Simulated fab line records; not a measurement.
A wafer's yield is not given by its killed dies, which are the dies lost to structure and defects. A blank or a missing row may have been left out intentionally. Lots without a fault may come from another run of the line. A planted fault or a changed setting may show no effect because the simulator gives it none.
fab line records	flow n5-finfet
record lots=7	wafers=19	last-day=18
route steps=1938 shown BEOL_M13@1672 BEOL_M15@1830 PASSIVATION@1936
lots untouched by any fault: they come from a run of this same line in which no faults occurred
start-h: the number of hours between the record's first day and the start of the first shown wafer of the lot	wait-h: how many hours have passed since the lot's step before this one	" identical to the entry in the row above	L1.1+2: a row that stands for several wafers	- no value, or no start was given	* or withheld: withheld	< > ~ a bound
route shown NAME@n: NAME is a module with steps in the file, n the number in the route of the first one	usual: the fault-free wafers' mean and standard deviation	same: alike in all rows	chamber/n: place in a boat	sites: each site's reading	_std_site: the values' standard deviation	_edge_site: mean of outer sites minus mean of inner sites	radius-mm: how far each site lies from the wafer's centre	mask NAME#n: copy n	behind: the tool/chamber that last shaped the wafer	hold: cause of the lot's hold/its duration in hours/its outcome	device: the transistor (n, p or np) that didn't switch	end of line: the route-end tests of the same wafers	step lacking rows: just its recipe	killed: dies that structure and defects cost at the first sort, which is not the same as the wafer's yield	map: a wafer's dies, marking killed ones x, the rest . and places with no die _
set.NAME: the run value of the setting; set.NAME@STEP: its run value at that earlier step	model.NAME: the simulator's own value behind a step, which no gauge read
one table for each step of the route and one row for each wafer, over a sample of lots
services: a tool's chamber out of use, with start hour (start-h, from the record's first day; less than 0 if before it), hours out, and reason
## steps
# step N5_BEOL_M13_DESCUM_15
# recipe chemistry=O2	time-s=7.9	source-power-w=50	bias-power-w=20	pressure-mtorr=20	rf-frequency-hz=2.712e+07	temp-c=40	o2-flow-sccm=225
# usual drypump-motor-current-A=5.7/0.46	oes-product-au=0.80/0.11	rf-vpp-V=243.1/1.4	showerhead-plenum-p-Torr=2.10/0.072	throttle-valve-pct=20.51/0.29
lot.wafer	tool	chamber	start-h	wait-h	drypump-motor-current-A	oes-product-au	rf-hours-counter-h	rf-vpp-V	showerhead-plenum-p-Torr	throttle-valve-pct
L764.3	rie-diel-03	3	230.17	0.0	5.0	0.73	215	242.3	2.07	20.61
L764.5	"	3	"	"	5.1	0.72	-	241.9	2.07	20.62
L764.6	"	0	"	"	5.6	0.71	-	245.1	2.14	20.82
L765.2	rie-diel-01	2	230.31	0.0	5.7	0.69	253	243.4	2.08	21.06
L765.4	"	1	"	"	6.6	0.67	242	241.7	1.97	20.09
L765.6	"	1	"	"	6.6	0.67	-	241.3	1.97	20.09
L769.1	rie-diel-03	3	258.64	0.0	5.1	0.71	225	242.6	2.07	20.62
L769.2	"	1	"	"	5.7	0.74	209	241.5	2.01	20.87
L769.3	"	0	"	"	5.6	0.71	246	243.0	2.14	20.83
L783.4	rie-diel-01	2	358.38	0.1	5.7	0.92	25	242.0	2.07	20.69
L783.6	"	1	"	"	6.6	0.92	-	245.2	2.22	19.86
L782.3	rie-diel-03	2	374.06	0.0	5.2	0.93	31	244.3	2.13	20.30
L782.4	"	2	"	"	5.3	0.93	-	243.1	2.13	20.29
L785.3	rie-diel-03	1	379.25	0.0	5.7	0.71	244	242.7	2.00	20.92
L785.5	"	1	"	"	5.7	0.71	-	241.7	2.00	20.91
L785.6	"	0	"	"	5.6	0.93	-	243.5	2.13	20.38
L786.1	rie-diel-01	2	387.58	0.1	5.7	0.90	36	241.3	2.07	20.71
L786.4	"	2	"	"	5.7	0.90	-	241.7	2.07	20.70
L786.5	"	3	"	"	6.6	0.69	-	243.5	2.16	20.80
# step N5_BEOL_M13_ETCH_59
# recipe chemistry=N2/H2	target=BARC	target-depth-a=890	overetch-a=267	time-s=67.9	ion-energy-ev=200	pressure-mtorr=30	source-w=840	bias-w=150	n2-flow-sccm=200	h2-flow-sccm=200
# usual drypump-motor-current-A=5.7/0.46	oes-product-au=0.68/0.09	rf-vpp-V=524.0/2.6	showerhead-plenum-p-Torr=2.54/0.083	throttle-valve-pct=17.9/0.32
lot.wafer	tool	chamber	start-h	wait-h	drypump-motor-current-A	oes-product-au	rf-hours-counter-h	rf-vpp-V	showerhead-plenum-p-Torr	throttle-valve-pct
L764.3	rie-diel-03	3	230.20	0.0	5.1	0.62	215	522.8	2.53	18.2
L764.5	"	3	"	"	5.1	0.61	-	522.2	2.53	18.2
L764.6	"	0	"	"	5.7	0.60	-	526.4	2.61	18.3
L765.2	rie-diel-01	2	230.34	0.0	5.7	0.60	253	524.1	2.48	18.2
L765.4	"	1	"	"	6.6	0.58	242	520.0	2.39	17.6
L765.6	"	1	"	"	6.6	0.59	-	521.6	2.39	17.6
L769.1	rie-diel-03	3	258.68	0.0	5.0	0.61	225	523.0	2.52	18.2
L769.2	"	1	"	"	5.7	0.62	209	520.4	2.43	18.3
L769.3	"	0	"	"	5.6	0.61	246	525.9	2.61	18.3
L783.4	rie-diel-01	2	358.42	0.0	5.7	0.78	25	521.9	2.47	17.8
L783.6	"	1	"	"	6.6	0.80	-	529.3	2.70	17.3
L782.3	rie-diel-03	2	374.10	0.0	5.3	0.78	31	525.6	2.57	17.6
L782.4	"	2	"	"	5.3	0.78	-	524.6	2.57	17.6
L785.3	rie-diel-03	1	379.28	0.0	5.7	0.60	244	519.0	2.42	18.3
L785.5	"	1	"	"	5.7	0.61	-	520.5	2.42	18.3
L785.6	"	0	"	"	5.6	0.78	-	526.1	2.59	17.9
L786.1	rie-diel-01	2	387.61	0.0	5.7	0.77	36	520.8	2.46	17.8
L786.4	"	2	"	"	5.7	0.77	-	521.8	2.46	17.8
L786.5	"	3	"	"	6.6	0.58	-	526.4	2.62	18.3
# step N5_BEOL_M13_TRENCH_ETCH_34
# recipe chemistry=C4F8/O2/Ar	target=SiOC	target-depth-a=4134.7	mask-material=SOC	pressure-mtorr=30	source-w=3000	bias-w=700	Ar_flow_sccm=400	C4F8_flow_sccm=15	O2_flow_sccm=8	he-inner-torr=15	he-outer-torr=30	time-s=162.6	ion-energy-ev=250
# usual drypump-motor-current-A=5.8/0.5	oes-product-au=0.80/0.1	rf-vpp-V=666/3.5	showerhead-plenum-p-Torr=3.44/0.13	throttle-valve-pct=24.21/0.28
lot.wafer	tool	chamber	start-h	wait-h	drypump-motor-current-A	oes-product-au	rf-hours-counter-h	rf-vpp-V	showerhead-plenum-p-Torr	throttle-valve-pct
L764.3	rie-diel-01	0	231.52	0.0	5.5	0.85	46	668	3.46	23.90
L764.5	"	3	"	"	6.6	0.72	-	669	3.55	24.50
L764.6	"	2	"	"	5.7	0.69	-	663	3.35	24.62
L765.2	rie-diel-01	3	232.14	0.0	6.6	0.72	186	669	3.55	24.49
L765.4	"	2	"	"	5.7	0.68	254	665	3.35	24.62
L765.6	"	0	"	"	5.6	0.84	-	668	3.46	23.91
L769.1	rie-diel-02	3	260.00	0.0	5.5	0.84	67	669	3.62	24.17
L769.2	"	1	"	"	6.2	0.72	213	665	3.42	24.28
L769.3	"	0	"	"	5.2	0.82	56	661	3.34	24.17
L783.4	rie-diel-01	0	360.15	0.0	5.6	0.79	86	667	3.44	23.94
L783.6	"	3	"	"	6.6	0.69	-	668	3.52	24.58
L782.3	rie-diel-01	1	375.54	0.0	6.6	0.91	23	670	3.63	23.76
L782.4	"	0	"	"	5.5	0.80	91	666	3.43	23.94
L785.3	rie-diel-02	0	380.79	0.0	5.3	0.78	93	662	3.32	24.22
L785.5	"	2	"	"	5.6	0.92	-	672	3.59	23.63
L785.6	"	1	"	"	6.2	0.70	-	664	3.40	24.32
L786.1	rie-diel-02	2	389.22	0.0	5.6	0.90	18	670	3.58	23.64
L786.4	"	3	"	"	5.5	0.81	-	672	3.60	24.22
L786.5	"	2	"	"	5.6	0.90	-	673	3.58	23.66
# step N5_BEOL_M13_OCD_MEAS_35
# usual trench-depth-nm=414/5.5
lot.wafer	tool	chamber	start-h	wait-h	trench-depth-nm
L764.3	ocd-02	-	231.69	0.0	411
L764.5	"	-	"	"	422
L764.6	"	-	"	"	408
L765.2	ocd-01	-	232.31	0.0	413
L765.4	"	-	"	"	404
L765.6	"	-	"	"	404
L769.1	ocd-01	-	260.17	0.0	410
L769.2	"	-	"	"	417
L769.3	"	-	"	"	414
L783.4	ocd-02	-	360.33	0.0	406
L783.6	"	-	"	"	309
L782.3	ocd-01	-	375.72	0.0	308
L782.4	"	-	"	"	406
L785.3	ocd-02	-	380.97	0.0	412
L785.5	"	-	"	"	417
L785.6	"	-	"	"	415
L786.1	ocd-01	-	389.39	0.0	414
L786.4	"	-	"	"	410
L786.5	"	-	"	"	412
# step N5_BEOL_M13_ETCH_38
# recipe chemistry=CF4/N2	target=SiCN	target-depth-a=675	taper-deg=2	time-s=71.9	ion-energy-ev=150	mask-material=SiO2	pressure-mtorr=40	source-w=430	bias-w=70	Ar_flow_sccm=100	cf4-flow-sccm=60	n2-flow-sccm=60
# usual drypump-motor-current-A=5.7/0.47	oes-product-au=0.81/0.11	rf-vpp-V=382.5/2.1	showerhead-plenum-p-Torr=2.21/0.078	throttle-valve-pct=15.44/0.26
lot.wafer	tool	chamber	start-h	wait-h	drypump-motor-current-A	oes-product-au	rf-hours-counter-h	rf-vpp-V	showerhead-plenum-p-Torr	throttle-valve-pct
L764.3	rie-diel-01	1	234.45	-	6.6	0.69	244	379.2	2.10	15.33
L764.5	"	3	"	"	6.6	0.71	-	384.2	2.28	15.70
L764.6	"	2	"	"	5.7	0.69	-	380.8	2.17	15.93
L765.2	rie-diel-01	0	234.69	-	5.5	0.86	46	383.0	2.24	15.18
L765.4	"	3	"	"	6.6	0.71	186	385.6	2.28	15.70
L765.6	"	1	"	"	6.6	0.69	-	378.7	2.10	15.34
L769.1	rie-diel-02	3	261.25	-	5.5	0.84	67	384.3	2.31	15.16
L769.2	"	1	"	"	6.2	0.72	213	382.3	2.19	15.45
L769.3	"	0	"	"	5.2	0.81	56	383.5	2.16	15.33
L783.4	rie-diel-02	0	361.43	-	5.3	0.77	88	380.6	2.15	15.41
L783.6	"	3	"	"	5.5	0.82	-	384.2	2.30	15.21
L782.3	rie-diel-03	0	377.79	-	5.6	0.95	26	383.4	2.25	15.47
L782.4	"	2	"	"	5.3	0.93	33	384.5	2.25	15.30
L785.3	rie-diel-02	0	383.70	-	5.3	0.76	95	380.9	2.14	15.40
L785.5	"	0	"	"	5.3	0.76	-	381.1	2.14	15.42
L785.6	"	2	"	"	5.6	0.92	-	384.5	2.34	15.05
L786.1	rie-diel-01	0	391.85	-	5.6	0.78	97	382.3	2.22	15.29
L786.4	"	0	"	"	5.5	0.78	-	382.1	2.22	15.28
L786.5	"	2	"	"	5.7	0.90	-	382.4	2.15	15.50
# step N5_BEOL_M13_THK_MEAS_50
# recipe thk-meas-gauge=xrf	reads=Cu_of_BEOL_M13_ECD_47
# usual M13_THK=426/6.5
lot.wafer	tool	chamber	start-h	wait-h	M13_THK[nm]
L764.3	film-metro-02	-	236.22	-	422
L764.5	"	-	"	"	433
L764.6	"	-	"	"	420
L765.2	film-metro-02	-	237.23	-	428
L765.4	"	-	"	"	417
L765.6	"	-	"	"	415
L769.1	film-metro-01	-	262.71	-	427
L769.2	"	-	"	"	429
L769.3	"	-	"	"	426
L783.4	film-metro-01	-	363.17	-	411
L783.6	"	-	"	"	314
L782.3	film-metro-02	-	379.64	-	317
L782.4	"	-	"	"	415
L785.3	film-metro-02	-	385.20	-	426
L785.5	"	-	"	"	432
L785.6	"	-	"	"	427
L786.1	film-metro-01	-	393.36	-	419
L786.4	"	-	"	"	416
L786.5	"	-	"	"	422
# step N5_BEOL_M13_RS_MEAS_54
# recipe thk-meas-gauge=four-point-probe	reads=Cu_of_BEOL_M13_ECD_47+Ta_of_BEOL_M13_SPUTTER_44+TaN_of_BEOL_M13_SPUTTER_43
# usual M13_RS=0.0449/0.00062
lot.wafer	tool	chamber	start-h	wait-h	M13_RS[ohm/sq]
L764.3	film-metro-01	-	236.35	0.1	0.0454
L764.5	"	-	"	"	0.0442
L764.6	"	-	"	"	0.0456
L765.2	film-metro-01	-	237.36	0.1	0.0448
L765.4	"	-	"	"	0.0460
L765.6	"	-	"	"	0.0461
L769.1	film-metro-02	-	262.84	0.0	0.0451
L769.2	"	-	"	"	0.0446
L769.3	"	-	"	"	0.0448
L783.4	film-metro-01	-	363.29	0.0	0.0461
L783.6	"	-	"	"	0.0612
L782.3	film-metro-02	-	379.77	0.1	0.0606
L782.4	"	-	"	"	0.0457
L785.3	film-metro-01	-	385.33	0.1	0.0451
L785.5	"	-	"	"	0.0443
L785.6	"	-	"	"	0.0448
L786.1	film-metro-02	-	393.49	0.0	0.0450
L786.4	"	-	"	"	0.0455
L786.5	"	-	"	"	0.0449
# step N5_BEOL_M15_RC_MEAS_101
# usual etest-temp-c=25.00/0.1	COMB_M10=1.43e-11/2.9e-12	COMB_M10_max_site=2.1e-11/4.7e-12	COMB_M11=1.43e-11/2.9e-12	COMB_M12=6.5e-12/1.3e-12	COMB_M14=3.8e-12/6.9e-13	COMB_M15=2.6e-12/6.2e-13	COMB_M5=3.5e-11/7.7e-12	COMB_M6=2.5e-11/4.4e-12	COMB_M7=2.6e-11/5.1e-12	COMB_M8=2.6e-11/5.2e-12	COMB_M9=1.46e-11/2.8e-12	SERP_M10=3.08/0.11	SERP_M11=3.01/0.091	SERP_M12=0.637/0.022	SERP_M13=0.306/0.0061	SERP_M13_max_site=0.310/0.0063	SERP_M14=0.160/0.0056	SERP_M5=38.8/2.2	SERP_M6=13.5/0.65	SERP_M7=13.6/0.67	SERP_M8=13.5/0.72	SERP_M9=3.10/0.088
lot.wafer	tool	chamber	start-h	wait-h	etest-temp-c	COMB_M10[S/m]	COMB_M10_max_site[S/m]	COMB_M11[S/m]	COMB_M12[S/m]	COMB_M14[S/m]	COMB_M15[S/m]	COMB_M5[S/m]	COMB_M6[S/m]	COMB_M7[S/m]	COMB_M8[S/m]	COMB_M9[S/m]	SERP_M10[ohm/um]	SERP_M11[ohm/um]	SERP_M12[ohm/um]	SERP_M13[ohm/um]	SERP_M13_max_site[ohm/um]	SERP_M14[ohm/um]	SERP_M5[ohm/um]	SERP_M6[ohm/um]	SERP_M7[ohm/um]	SERP_M8[ohm/um]	SERP_M9[ohm/um]
L764.3	prober-02	0	249.43	0.3	25.15	1.2e-11	1.9e-11	1.38e-11	5e-12	4.3e-12	1.8e-12	5e-11	2.2e-11	2.1e-11	2.4e-11	1.23e-11	2.88	2.92	0.613	0.310	0.315	0.156	38.8	13.8	13.5	14.8	2.98
L764.5	"	0	"	"	24.86	1.74e-11	2.2e-11	1.37e-11	5.9e-12	3.3e-12	3e-12	2.9e-11	2.2e-11	2.6e-11	2.2e-11	1.41e-11	2.79	3.01	0.665	0.304	0.307	0.158	37.5	12.5	14.1	14.1	3.04
L764.6	"	0	"	"	25.03	1.78e-11	2.3e-11	2.01e-11	5.9e-12	4.4e-12	2.2e-12	4.7e-11	2.7e-11	2.5e-11	3.1e-11	1.45e-11	3.09	2.95	0.641	0.308	0.309	0.164	36.7	13.7	12.8	13.6	3.06
L765.2	prober-01	0	254.33	0.2	25.04	1.24e-11	1.8e-11	1.81e-11	8.2e-12	3.5e-12	2.3e-12	4e-11	2.4e-11	2e-11	2.7e-11	1.43e-11	3.09	3.11	0.674	0.303	0.307	0.170	40.3	14.2	13.7	14.4	3.14
L765.4	"	0	"	"	25.01	1.72e-11	2.7e-11	1.46e-11	8.1e-12	4.6e-12	3.1e-12	2.4e-11	2.5e-11	2e-11	3.1e-11	1.32e-11	3.07	2.98	0.642	0.308	0.309	0.159	37.5	13.5	14.3	13.7	3.13
L765.6	"	0	"	"	25.01	1.32e-11	2.2e-11	1.46e-11	4.3e-12	3.3e-12	2.3e-12	2.4e-11	2.3e-11	2.4e-11	2e-11	1.42e-11	3.19	3.05	0.672	0.308	0.311	0.163	41.4	13.7	13.8	15.1	3.10
L769.1	prober-02	0	274.17	0.0	24.76	1.18e-11	1.8e-11	1.07e-11	6.7e-12	4e-12	3.3e-12	3e-11	2.6e-11	2.1e-11	2.5e-11	1.75e-11	3.16	3.10	0.624	0.303	0.306	0.162	37.6	13.2	13.2	13.4	3.13
L769.2	"	0	"	"	24.89	1.08e-11	1.5e-11	2.27e-11	7.3e-12	3.3e-12	2.4e-12	3.6e-11	2.1e-11	2.2e-11	2.7e-11	1.62e-11	3.00	3.08	0.596	0.312	0.313	0.162	39.6	14.6	13.9	14.2	3.17
L769.3	"	0	"	"	24.90	1.3e-11	1.8e-11	1.17e-11	6.7e-12	3.2e-12	3e-12	3.4e-11	2.7e-11	2.1e-11	2.8e-11	1.5e-11	3.10	3.06	0.637	0.303	0.305	0.157	36.2	13.7	13.3	13.7	3.23
L783.4	prober-02	0	380.01	0.5	25.14	1.26e-11	1.7e-11	1.41e-11	7.3e-12	4.2e-12	2.6e-12	3.2e-11	2.1e-11	3.3e-11	3.5e-11	1.66e-11	3.03	2.99	0.629	0.313	0.316	0.163	38.5	14.4	13.7	12.3	3.07
L783.6	"	0	"	"	24.93	1.03e-11	1.7e-11	1.16e-11	7.3e-12	4.2e-12	1.8e-12	2.3e-11	1.9e-11	2.8e-11	3.1e-11	1.32e-11	2.81	2.83	0.641	0.420	0.428	0.163	39.0	13.8	13.6	12.0	3.00
L782.3	prober-01	0	395.10	0.3	25.00	1.54e-11	2.6e-11	2.09e-11	4.5e-12	5.1e-12	1.9e-12	3.3e-11	3e-11	3.2e-11	2.8e-11	1.41e-11	3.18	2.98	0.628	0.417	0.420	0.158	36.0	13.5	12.7	14.1	3.04
L782.4	"	0	"	"	25.07	1.04e-11	2.3e-11	1.27e-11	4.6e-12	4.1e-12	2.6e-12	2.7e-11	3.2e-11	3.3e-11	3.2e-11	1.31e-11	3.08	2.97	0.650	0.314	0.316	0.163	36.8	13.2	13.2	12.5	3.04
L785.3	prober-02	0	397.03	0.3	24.88	1.86e-11	2.2e-11	1.34e-11	6.2e-12	4.9e-12	2.4e-12	2.8e-11	2.1e-11	2.7e-11	3e-11	1.4e-11	2.92	2.98	0.657	0.302	0.306	0.159	46.3	13.7	15.5	13.9	2.97
L785.5	"	0	"	"	25.06	1.63e-11	2.2e-11	1.03e-11	5.1e-12	4e-12	2.6e-12	3e-11	2.3e-11	3e-11	3.5e-11	1.22e-11	3.08	2.86	0.641	0.309	0.314	0.147	39.4	14.4	14.5	13.4	3.00
L785.6	"	0	"	"	24.98	1.69e-11	2.7e-11	1.41e-11	9e-12	3.4e-12	2.1e-12	2.1e-11	2.7e-11	2.2e-11	2.6e-11	1.23e-11	3.12	2.86	0.655	0.313	0.317	0.157	40.3	13.9	14.6	13.7	3.01
L786.1	prober-01	0	405.96	0.0	25.01	1.26e-11	1.6e-11	1.2e-11	5.4e-12	3.9e-12	2.2e-12	2.9e-11	3.1e-11	2.6e-11	2.2e-11	1.58e-11	3.08	3.04	0.625	0.300	0.305	0.161	37.6	13.8	13.4	13.7	3.20
L786.4	"	0	"	"	25.07	1.3e-11	2.6e-11	1.7e-11	6.3e-12	2.7e-12	2.1e-12	3.7e-11	3.1e-11	1.6e-11	2.6e-11	1.01e-11	3.17	3.09	0.630	0.306	0.309	0.159	39.2	14.0	13.9	13.2	3.13
L786.5	"	0	"	"	24.81	1.62e-11	2e-11	1.19e-11	6.9e-12	4.2e-12	1.8e-12	3e-11	3.1e-11	2.4e-11	2.4e-11	1.35e-11	3.24	2.96	0.606	0.308	0.313	0.162	38.6	14.4	12.8	13.1	3.10
# sites SERP_M13 radius-mm=0,75,75,75,75,140,140,140,140
L764.3 0.310 0.310 0.315 0.314 0.314 0.306 0.310 0.308 0.309
L765.2 0.303 0.306 0.307 0.305 0.305 0.301 0.302 0.299 0.303
L769.1 0.303 0.302 0.300 0.306 0.300 0.303 0.305 0.305 0.300
L783.4 0.310 0.313 0.314 0.316 0.313 0.312 0.314 0.311 0.312
L782.3 0.417 0.416 0.420 0.415 0.416 0.419 0.419 0.417 0.415
L785.3 0.297 0.300 0.297 0.300 0.303 0.304 0.302 0.306 0.302
L786.1 0.300 0.298 0.298 0.296 0.300 0.302 0.301 0.300 0.305
# step N5_PASSIVATION_PROBE_49
# usual defect-limited-yield=91.1/1.5	killed_at_M0_to_M3=37/11	killed_at_M4_up=13/5.6	killed-at-contacts=12/5.6	killed-at-front-end=39/11	killed-at-other=4/3.1	killed-dies=105/18	killed-open=69/13	killed-short=35/7.4	sort_bin_4_leakage=0.00/0.022	sort_bin_5_function=5.1/0.92	sort_bin_6_memory=3.4/0.76	sort_bin_8_speed=0.02/0.11	sort-n-pass=1075/18	sort-yield-pct=91.1/1.5
# same gross-dies=1180	killed-at-back-side=0
lot.wafer	tool	chamber	start-h	wait-h	defect-limited-yield[%]	killed_at_M0_to_M3	killed_at_M4_up	killed-at-contacts	killed-at-front-end	killed-at-other	killed-dies	killed-open	killed-short	sort_bin_4_leakage[%]	sort_bin_5_function[%]	sort_bin_6_memory[%]	sort_bin_8_speed[%]	sort-n-pass	sort-yield-pct[%]
L764.3	prober-01	-	264.53	0.1	91.6	33	13	12	37	4	99	61	36	0	4.5	3.6	0.08	1081	91.6
L764.5	prober-01	-	264.63	0.2	91.4	38	15	19	29	1	102	55	47	0	4.5	3.3	0	1078	91.4
L764.6	prober-01	-	264.68	0.3	89.9	51	17	13	37	1	119	82	37	0	5.4	4.0	0	1061	89.9
L783.6	prober-02	-	392.07	0.3	90.8	42	23	7	37	0	109	71	37	0	5.8	2.8	0.08	1071	90.8
L782.3	prober-02	-	410.13	0.1	90.6	33	20	19	38	1	111	70	38	0	4.9	4.2	0	1069	90.6
L782.4	prober-02	-	410.18	0.2	92.8	22	13	8	40	2	85	58	26	0	4.2	2.8	0	1095	92.8
# killed by level:class
L764.3 BEOL_M3:geometric-particle:open=10 MOL_CONTACT_COAG:geometric-particle:open=8 FIN_SAQP:geometric-particle:open=6 FIN_SAQP:geometric-particle:short=6 BEOL_M4:geometric-particle:open=6 BEOL_M0_SAQP:geometric-particle:short=5 BEOL_M0_SAQP:geometric-particle:open=5 STARTING-WAFER:geometric-particle:short=5
L764.5 BEOL_M0_SAQP:geometric-particle:short=15 MOL_CONTACT_COAG:geometric-particle:open=12 MOL_CONTACT_COAG:geometric-particle:short=7 BEOL_M3:geometric-particle:open=7 FIN_SAQP:geometric-particle:short=6 BEOL_M0_SAQP:geometric-particle:open=6 FIN_SAQP:geometric-particle:open=5 GATE_CUT:geometric-particle:short=4
L764.6 BEOL_M0_SAQP:geometric-particle:open=13 BEOL_M3:geometric-particle:open=12 MOL_CONTACT_COAG:geometric-particle:open=11 FIN_SAQP:geometric-particle:open=10 BEOL_M0_SAQP:geometric-particle:short=10 BEOL_M4:geometric-particle:open=7 FIN_SAQP:geometric-particle:short=6 GATE_CUT:geometric-particle:short=6
L783.6 BEOL_M4:geometric-particle:open=10 BEOL_M2:geometric-particle:short=9 BEOL_M0_SAQP:geometric-particle:open=8 BEOL_M1:geometric-particle:open=8 FIN_SAQP:geometric-particle:open=7 STI_FIN_REVEAL:geometric-particle:open=7 GATE_CUT:geometric-particle:short=6 MOL_CONTACT_COAG:geometric-particle:open=6
L782.3 MOL_CONTACT_COAG:geometric-particle:open=16 FIN_SAQP:geometric-particle:open=9 FIN_SAQP:geometric-particle:short=8 BEOL_M3:geometric-particle:open=8 BEOL_M4:geometric-particle:open=6 BEOL_M0_SAQP:geometric-particle:open=5 BEOL_M2:geometric-particle:short=4 BEOL_M3:geometric-particle:short=4
L782.4 GATE_CUT:geometric-particle:open=9 MOL_CONTACT_COAG:geometric-particle:open=8 FIN_SAQP:geometric-particle:open=7 BEOL_M3:geometric-particle:open=6 GATE_CUT:geometric-particle:short=6 BEOL_M1:geometric-particle:short=6 BEOL_M4:geometric-particle:open=6 FIN_SAQP:geometric-particle:short=5
## services
tool	chamber	start-h	hours	kind
rie-diel-01	3	218.89	5.0	repair
rie-diel-02	0	225.17	5.2	repair
rie-diel-01	2	237.75	12.4	repair
rie-diel-03	2	244.14	-	clean
rie-diel-03	2	244.14	-	consumable-replace:focus-ring
rie-diel-03	2	244.14	16.8	scheduled-down
rie-diel-03	2	244.14	16.8	vent-cycle
rie-diel-01	2	250.55	-	clean
rie-diel-01	2	250.55	-	consumable-replace:focus-ring
rie-diel-01	2	250.55	18.5	scheduled-down
rie-diel-01	2	250.55	18.5	vent-cycle
rie-diel-01	1	269.04	-	clean
rie-diel-01	1	269.04	-	consumable-replace:focus-ring
rie-diel-01	1	269.04	-	consumable-replace:showerhead
rie-diel-01	1	269.04	21.5	scheduled-down
rie-diel-01	1	269.04	21.5	vent-cycle
rie-diel-03	0	270.19	-	clean
rie-diel-03	0	270.19	-	consumable-replace:focus-ring
rie-diel-02	2	301.04	12.7	repair
rie-diel-01	1	326.94	2.6	repair
rie-diel-02	1	334.58	3.1	repair
rie-diel-02	3	379.35	6.9	repair
rie-diel-01	-	381.04	0.8	repair
rie-diel-01	1	387.40	9.6	repair
## key
first-sign step=N5_BEOL_M13_OCD_MEAS_35	reading=trench-depth-nm	direction=down	sigmas=19	usual=414	struck=309
effect step=N5_BEOL_M13_THK_MEAS_50	reading=M13_THK	direction=down	sigmas=17	usual=426	struck=316
effect step=N5_BEOL_M13_RS_MEAS_54	reading=M13_RS	direction=up	sigmas=26	usual=0.0449	struck=0.0609
effect step=N5_BEOL_M15_RC_MEAS_101	reading=SERP_M13	direction=up	sigmas=18	usual=0.306	struck=0.418
met-at N5_BEOL_M13_TRENCH_ETCH_34
struck-lots L782,L783
struck-wafers L782.3,L783.6
not-acting-at N5_BEOL_M13_DESCUM_15,N5_BEOL_M13_ETCH_59,N5_BEOL_M13_ETCH_38
onset-between 232.14 360.15
fault kind=process-parameter-drift	tool=rie-diel-01	chamber=-	onset-h=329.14	steps=N5_BEOL_M13_TRENCH_ETCH_34	channel=time-s	offset=*	shape=step	end-h=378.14	scope=struck-wafers-only	acts-in=*	stated=*
